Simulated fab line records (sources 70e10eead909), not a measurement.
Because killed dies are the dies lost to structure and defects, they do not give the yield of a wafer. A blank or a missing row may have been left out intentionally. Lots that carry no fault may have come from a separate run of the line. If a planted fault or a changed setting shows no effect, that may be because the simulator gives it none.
A single fault, viewed from 2 desks ; flow nand-harc ; only its own numbers are on each desk; what lay behind them is given at the end

## DESK OF THE TOOL OWNER: rie-metal-03
The tool's own readings at NHARC_A_WL_FILL_ETCHBACK_04 (etches the open film in NF3, target depth 60 nm, time 120 s): means of the sampled wafers that have a number, for each lot that ran on this tool. A lot is out of limits, marked OUT, if its mean lies more than 4 standard deviations from the usual mean; the brackets give that distance.
Columns: A = drypump-motor-current-A at NHARC_A_WL_FILL_ETCHBACK_04, usual 5.7 A; B = oes-product-au at NHARC_A_WL_FILL_ETCHBACK_04, usual 1.000 a.u.
lot;first seen here;A;B
L601;day 21 05:08;6.0;0.987
L599;day 21 08:07;6.3;0.997
L607;day 23 02:40;6.3;0.988
L612;day 26 14:48;6.3;0.943 (-4.7) OUT
L615;day 26 20:46;6.0;0.939 (-5.1) OUT
This desk's finding: out of limits on L612, L615; first on L612, day 26 14:48 (oes-product-au at NHARC_A_WL_FILL_ETCHBACK_04). Within limits: L601, L599, L607.

## THE DEFECT DESK
Inspection counts along the route, by lot: the mean over sampled wafers that carry a number. A lot is out of limits, marked OUT, if its mean lies more than 4 standard deviations from the usual mean; the brackets give that distance.
Columns: A = raw-defect-count at NHARC_A_SLIT_INSPECT_11, usual 61; B = raw-defect-count at NHARC_A_SIN_REMOVE_INSPECT_04, usual 390
lot;first seen here;A;B
L600;day 20 04:23;107;407
L602;day 20 12:49;63;364
L601;day 20 12:58;55;299
L599;day 20 13:07;17;321
L603;day 21 07:34;72;453
L607;day 22 13:21;75;326
L612;day 25 20:59;84;529
L615;day 26 00:19;58;470
L616;day 27 01:35;64;546
L619;day 27 23:24;24;331
L620;day 28 07:06;61;385
L621;day 29 08:58;84;341
L622;day 29 14:54;32;291
Result from this desk: across the 13 lots, nothing is out of limits.

## TAKEN TOGETHER
On L612, L615, at day 26 14:48, an alarm was possible from the tool owner's desk.
The defect desk saw nothing out of limits.
The defect desk has L612, L615 on record, within its limits.
Of the lots named, all ran NHARC_A_WL_FILL_ETCHBACK_04 on rie-metal-03.

## WHAT THE SIMULATOR HAD PUT IN
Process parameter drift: rie-metal-03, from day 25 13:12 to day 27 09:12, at NHARC_A_WL_FILL_ETCHBACK_04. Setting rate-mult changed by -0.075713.
Lots struck among those shown: L612, L615.
How many hours passed from the start of the fault until each desk's first out-of-limits reading: the tool owner's desk, 26.
